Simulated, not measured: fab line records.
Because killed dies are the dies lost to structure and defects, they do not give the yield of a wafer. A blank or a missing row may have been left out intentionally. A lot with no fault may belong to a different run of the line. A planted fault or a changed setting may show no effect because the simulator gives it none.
Which tool did it? + flow nandHarc + 12 lots with 36 wafers sampled at 4 steps, on a route of 1159 steps

## WHAT THE GAUGES READ, wafer by wafer
NHARC_A_CONTACT_CD_MEAS_69: target cd 200 nm.
| lot  | measured     | on       | cdNm (nm)         |
|------|--------------|----------|-------------------|
| L508 | day 16 14:44 | cdSem-02 | 200.5 200.3 201.0 |
| L512 | day 17 01:49 | cdSem-01 | 200.4 200.8 201.2 |
| L510 | day 17 07:26 | cdSem-01 | 201.1 200.7 201.1 |
| L514 | day 17 08:04 | cdSem-02 | 200.9 199.9 200.4 |
| L511 | day 17 13:35 | cdSem-02 | 199.5 200.5 199.2 |
| L515 | day 18 15:13 | cdSem-03 | 200.4 200.5 200.1 |
| L516 | day 18 15:32 | cdSem-01 | 189.5 189.2 188.4 |
| L523 | day 20 14:01 | cdSem-03 | 190.5 190.7 191.0 |
| L524 | day 20 19:35 | cdSem-02 | 200.5 200.6 200.0 |
| L529 | day 21 03:16 | cdSem-03 | 200.0 200.9 200.6 |
| L525 | day 21 09:01 | cdSem-01 | 199.5 200.4 199.9 |
| L531 | day 22 11:43 | cdSem-01 | 200.5 200.9 200.1 |

## TOOL THAT RAN EACH LOT (tool first, then ch and the chambers of the sampled wafers, then the start)
| lot  | NHARC_A_CONTACT_ETCH_116           | NHARC_A_CONTACT_ETCH_121           | NHARC_A_CONTACT_EXPOSE_66         |
|------|------------------------------------|------------------------------------|-----------------------------------|
| L508 | harCapEtch-01 ch 0,1, day 16 09:20 | harCapEtch-01 ch 0,1, day 16 09:48 | arfiScanner-01 ch 0, day 16 14:36 |
| L512 | harCapEtch-01 ch 1, day 16 20:32   | harCapEtch-01 ch 1, day 16 20:59   | arfiScanner-01 ch 0, day 17 01:41 |
| L510 | harCapEtch-03 ch 0,1, day 17 02:11 | harCapEtch-03 ch 0,1, day 17 02:38 | arfiScanner-02 ch 0, day 17 07:18 |
| L514 | harCapEtch-02 ch 0,1, day 17 03:01 | harCapEtch-02 ch 0,1, day 17 03:29 | arfiScanner-03 ch 0, day 17 07:55 |
| L511 | harCapEtch-01 ch 0, day 17 08:40   | harCapEtch-01 ch 0, day 17 09:07   | arfiScanner-01 ch 0, day 17 13:27 |
| L515 | harCapEtch-02 ch 0,1, day 18 09:55 | harCapEtch-02 ch 0,1, day 18 10:22 | arfiScanner-02 ch 0, day 18 15:05 |
| L516 | harCapEtch-01 ch 0,1, day 18 10:13 | harCapEtch-01 ch 0,1, day 18 10:40 | arfiScanner-01 ch 0, day 18 15:24 |
| L523 | harCapEtch-02 ch 0,1, day 20 09:10 | harCapEtch-02 ch 0,1, day 20 09:38 | arfiScanner-01 ch 0, day 20 13:53 |
| L524 | harCapEtch-01 ch 0,1, day 20 13:57 | harCapEtch-01 ch 0,1, day 20 14:24 | arfiScanner-03 ch 0, day 20 19:26 |
| L529 | harCapEtch-01 ch 0,1, day 20 21:37 | harCapEtch-01 ch 0,1, day 20 22:04 | arfiScanner-03 ch 0, day 21 03:07 |
| L525 | harCapEtch-01 ch 0,1, day 20 23:41 | harCapEtch-01 ch 0,1, day 21 00:08 | arfiScanner-02 ch 0, day 21 08:53 |
| L531 | harCapEtch-03 ch 0,1, day 22 04:19 | harCapEtch-03 ch 0,1, day 22 04:46 | arfiScanner-03 ch 0, day 22 11:34 |
- NHARC_A_CONTACT_ETCH_116: etches the open film in C4F8/O2/Ar, time 94 s, target depth 922 nm.
- NHARC_A_CONTACT_ETCH_121: etches the open film in C4F8/O2/Ar, time 94 s, target depth 922 nm.
- NHARC_A_CONTACT_EXPOSE_66: exposes mask A CC 2.

## WHAT THE TOOLS THEMSELVES READ (means of the sampled wafers that have a number; where no wafer has one, the mark that the record gives instead)
NHARC_A_CONTACT_EXPOSE_66.
| lot  | tool           | exposureDoseMJCm2 |
|------|----------------|-------------------|
| L508 | arfiScanner-01 | 58.98             |
| L512 | arfiScanner-01 | 59.00             |
| L510 | arfiScanner-02 | 59.10             |
| L514 | arfiScanner-03 | 59.04             |
| L511 | arfiScanner-01 | 58.95             |
| L515 | arfiScanner-02 | 59.04             |
| L516 | arfiScanner-01 | 44.88             |
| L523 | arfiScanner-01 | 47.70             |
| L524 | arfiScanner-03 | 59.01             |
| L529 | arfiScanner-03 | 59.01             |
| L525 | arfiScanner-02 | 58.99             |
| L531 | arfiScanner-03 | 58.97             |

## THE ANSWER, worked out from the rows above alone
Rule: usual is defined by the lots themselves. The widest of any qualifying gaps counts: lots, ordered by their means at a reading, are off when they make up no more than a third of the lots, leave a main group of 4 or more, and stand apart from it by 3 or more times the standard deviation of that group's means. The tables above print the reading to a certain number of digits; a main group whose means all agree to those digits is not used. A lot without any number at a reading at which 4 lots or more have one is off too. The other lots that the step has rows for count as sound. Order of review: gauges by route order, followed by the tools' own readings, for which a lot's mean as printed above is used. The first step at which some lot is off is used, and at that step the reading that is off furthest; a lot without a number counts as furthest.
Off: L516, L523, at NHARC_A_CONTACT_CD_MEAS_69 (cdNm). For the main group the mean is 200.4 nm and the standard deviation 0.35.
A tool fits if, at a process step before that reading, it ran every lot that is off, and no sound lot after the first of them. Not tried: the gauges at NHARC_A_CONTACT_CD_MEAS_69; whatever is off there is also off at NHARC_A_CONTACT_EXPOSE_66, on other tools, and gauge error can't account for it. One fits: NHARC_A_CONTACT_EXPOSE_66 on arfiScanner-01. A fault onset in the window from L511 (day 17 13:27, its last sound lot) to L516 (day 18 15:24, its first lot off) fits.
The tool's own readings at NHARC_A_CONTACT_EXPOSE_66 bear it out: on the lots that are off they differ by more than 5 times the standard deviation of the sound lots' means. exposureDoseMJCm2 reads 46.29 there against 59.01 on the sound lots.

## WHAT THE SIMULATOR HAD PUT IN
Process parameter drift: arfiScanner-01, from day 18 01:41 on, at NHARC_A_CONTACT_EXPOSE_66. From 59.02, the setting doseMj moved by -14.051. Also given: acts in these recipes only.
Shown lots that were struck: L516, L523. This agrees with what the rule above found.
